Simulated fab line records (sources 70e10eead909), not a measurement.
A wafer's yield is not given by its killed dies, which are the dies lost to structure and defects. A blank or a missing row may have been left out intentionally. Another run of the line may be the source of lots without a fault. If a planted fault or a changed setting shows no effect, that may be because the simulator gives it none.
Matching of chambers / flow nand harc / NHARC_A_SGD_CUT_ETCH_58 on rie diel-01 has 3 sister chambers
The step etches the open film in CF4, target depth 39 nm, time 65 s. 6 wafers are shown with their chamber, then 6 later ones without.

## WAFERS PAIRED WITH THEIR CHAMBERS
wafer=L083.2; chamber=1; drypump motor current A (A)=6.6; oes product au (a.u.)=1.003
wafer=L081.1; chamber=0; drypump motor current A (A)=5.3; oes product au (a.u.)=1.016
wafer=L081.2; chamber=3; drypump motor current A (A)=5.9; oes product au (a.u.)=1.012
wafer=L081.5; chamber=0; drypump motor current A (A)=5.3; oes product au (a.u.)=1.011
wafer=L086.1; chamber=1; drypump motor current A (A)=6.7; oes product au (a.u.)=1.005
wafer=L086.2; chamber=3; drypump motor current A (A)=5.9; oes product au (a.u.)=1.004

## WAFERS WITHOUT THEIR CHAMBER
wafer=L086.4; drypump motor current A (A)=5.3; oes product au (a.u.)=1.012
wafer=L095.3; drypump motor current A (A)=6.6; oes product au (a.u.)=1.005
wafer=L095.5; drypump motor current A (A)=5.3; oes product au (a.u.)=1.015
wafer=L095.6; drypump motor current A (A)=5.9; oes product au (a.u.)=1.007
wafer=L096.4; drypump motor current A (A)=5.3; oes product au (a.u.)=1.020
wafer=L096.6; drypump motor current A (A)=6.6; oes product au (a.u.)=1.002

## THE CHAMBER EACH PASSED THROUGH
wafer=L086.4; from the rows above=0; in truth=0
wafer=L095.3; from the rows above=1; in truth=1
wafer=L095.5; from the rows above=0; in truth=0
wafer=L095.6; from the rows above=3; in truth=3
wafer=L096.4; from the rows above=0; in truth=0
wafer=L096.6; from the rows above=1; in truth=1
Correct placement for 6 of the 6. Left unplaced by these rows: 0. Placed wrongly: 0.
How it was worked out, from the rows above alone: a wafer's distance from a chamber is the root of the sum, over the readings, of the square of ((its reading less the chamber's mean) divided by the reading's scatter). If the next closest chamber is less than 2 further off than the closest, the wafer can't be placed; otherwise it belongs to the closest. Each chamber's mean is taken over the wafers shown for it. The scatter: the root of (the sum of the squares of (reading less its chamber's mean) over the shown wafers, divided by (wafers less chambers)).
